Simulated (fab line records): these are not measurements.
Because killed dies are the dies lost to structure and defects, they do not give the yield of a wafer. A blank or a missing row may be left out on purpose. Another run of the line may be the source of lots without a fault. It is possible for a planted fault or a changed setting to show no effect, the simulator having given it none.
A struck lot beside a sound one :: flow nand harc :: 15 out of 1302 route steps
Sound: the wafers L434.1, L434.2, L434.6. Struck: wafers L446.2, L446.3. (L446.5 of the same lot was not struck and is left out.) The cause comes at the end.
Order at every step that has rows: each side's tool, ch and its chambers, its first start. Under that, the readings that differ: sound wafers :: struck wafers :: difference of the means :: sigmas: that difference in standard deviations of wafers without a fault.
alike: same words and numbers on both sides, and readings whose means sit less than 2 such deviations apart. not compared: any withheld reading, any reading some wafer has no value for, any bound like >300 that may hide the same value, and any number with overlapping values for which the record gives no deviation.
A row with sigmas, a row that says differs or no value, or rows on one side alone: a step with any of these is where the two part. Numbers that don't overlap but have no deviation are shown without sigmas and don't part them. A reading that every wafer of one side lacks parts them only if that side has two wafers or more.

first, 5 steps without rows for these wafers: NHARC_A_CHANNEL_HOLE_D2_SOFTBAKE_05 (time 55 s); NHARC_A_CHANNEL_HOLE_D2_EBR_06; NHARC_A_CHANNEL_HOLE_D2_EXPOSE_07 (exposes mask HOLE D2, target cd 100 nm); NHARC_A_CHANNEL_HOLE_D2_PEB_08 (peb time 65 s); NHARC_A_CHANNEL_HOLE_D2_DEVELOP_09 (develop time 35 s).
NHARC_A_CHANNEL_HOLE_D2_CD_MEAS_10 targets a cd of 100 nm.
  sound on cd sem-03 ch 0, day 13 14:42; struck on cd sem-01 ch 0, day 18 16:13
  alike: cd nm
NHARC_A_CHANNEL_HOLE_D2_OVL_MEAS_11:
  sound on overlay-02, day 13 14:47; struck on overlay-02, day 18 16:19
  alike: overlay x nm, overlay y nm
NHARC_A_CHANNEL_HOLE_D2_INSPECT_12:
  sound on defect inspect-01, day 13 14:50; struck on defect inspect-01, day 18 16:20
  alike: raw defect count
NHARC_A_CHANNEL_HOLE_D2_DESCUM_15: chemistry O2, time 3 s.
  sound on rie diel-13 ch 0,2,3, day 13 14:53; struck on rie diel-01 ch 0,3, day 18 16:24
  alike: drypump motor current A, oes product au, rf vpp V, showerhead plenum p Torr, throttle valve pct
  not compared: rf hours counter h
NHARC_A_CHANNEL_HOLE_D2_ETCH_38: etches the open film in CF4, target depth 39 nm, time 65 s.
  sound on rie diel-13 ch 0,1,3, day 13 14:59; struck on rie diel-01 ch 0,2, day 18 16:29
  alike: drypump motor current A, oes product au, rf vpp V, showerhead plenum p Torr, throttle valve pct
  not compared: rf hours counter h
NHARC_A_CHANNEL_HOLE_D2_ETCH_39: etches the open film in N2/H2, target depth 260 nm, time 325 s.
  sound: rie diel-13 ch 1,3; struck: rie diel-01 ch 0,3
  alike: drypump motor current A, oes product au, rf vpp V, showerhead plenum p Torr, throttle valve pct
  not compared: rf hours counter h
NHARC_A_CHANNEL_HOLE_D2_ETCH_34: etches the open film in CF4/CHF3, target depth 154 nm, time 77 s.
  sound: rie diel-13 ch 1,3; struck: rie diel-01 ch 1,3
  alike: drypump motor current A, oes product au, rf vpp V, showerhead plenum p Torr, throttle valve pct
  not compared: rf hours counter h
NHARC_A_CHANNEL_HOLE_D2_ETCH_16: etches the open film in O2/COS, target depth 3100 nm, time 806 s.
  sound on rie diel-13 ch 0,2, day 13 15:25; struck on rie diel-01 ch 2,3, day 18 16:59
reading: oes product au (a.u.)
sound: 0.975 1.017 1.023
struck: 0.868 0.864
difference: -0.139
sigmas: -10
  alike: drypump motor current A, rf vpp V, showerhead plenum p Torr, throttle valve pct
  not compared: rf hours counter h
NHARC_A_CHANNEL_HOLE_D2_CD_MEAS_18:
  sound on cd sem-03, day 13 16:00; struck on cd sem-03, day 18 17:31
  alike: cd nm
-- the record jumps here: 11 days lie between the struck wafers' starts before and after (it left off in module A_CHANNEL_HOLE_D2 and takes up again in module END, whose first step shown is number 1302 of the route) --
NHARC_END_SORT_01:
  here the record holds rows for the struck wafers (prober-02 ch 0, day 30 05:21) but none for the sound ones

== WHERE THEY PART ==
First at NHARC_A_CHANNEL_HOLE_D2_ETCH_16; last, within this record, at NHARC_END_SORT_01.

WHY: the cause the simulator had injected
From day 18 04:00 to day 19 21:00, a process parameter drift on rie diel-01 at NHARC_A_CHANNEL_HOLE_D2_ETCH_16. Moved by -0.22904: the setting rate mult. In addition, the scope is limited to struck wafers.
